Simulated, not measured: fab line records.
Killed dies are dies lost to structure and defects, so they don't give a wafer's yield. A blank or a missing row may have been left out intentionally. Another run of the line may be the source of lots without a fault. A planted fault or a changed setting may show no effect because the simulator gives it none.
Chamber matching    flow nand-harc    3 sister chambers for NHARC_A_CONTACT_DEP_29 on pecvd-02
The step deposits SiON, target thk 70 nm. 14 wafers are shown with their chamber, then 7 later ones without.

== EACH WAFER AND ITS CHAMBER ==
wafer   chamber  heater-power-w (W)
L445.1  2        843
L445.2  0        717
L445.5  0        718
L446.1  2        887
L446.3  1        611
L446.5  2        885
L448.1  2        862
L448.2  0        747
L448.6  0        744
L453.2  1        571
L453.4  1        583
L453.6  2        942
L457.1  0        723
L457.3  2        779

SIGNATURES, as means of the wafers listed above
reading         chamber 0  chamber 1  chamber 2  scatter within a chamber
heater-power-w  729.80     588.33     866.33     38.6
Rule: for a wafer and a chamber, the distance is found by dividing, reading by reading, the gap between the wafer's reading and the chamber's mean by the reading's scatter, squaring, summing and taking the root. If the next closest chamber is less than 2 further off than the closest, the wafer can't be placed; otherwise it belongs to the closest. The scatter: the root of (the sum of the squares of (reading less its chamber's mean) over the shown wafers, divided by (wafers less chambers)).

== WAFERS WITHOUT THEIR CHAMBER ==
wafer   heater-power-w (W)
L457.6  798
L461.2  558
L461.4  850
L461.5  545
L463.1  900
L463.2  636
L463.3  676

== WHICH CHAMBER EACH ONE RAN IN ==
wafer   from the rows above      in truth
L457.6  can't be placed: 0 or 2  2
L461.2  1                        1
L461.4  2                        2
L461.5  1                        1
L463.1  2                        2
L463.2  can't be placed: 1 or 0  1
L463.3  can't be placed: 0 or 1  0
Correctly placed: 4 of 7. These rows do not allow placing 3 (true chamber among the candidates in 3). Placed wrongly: 0.
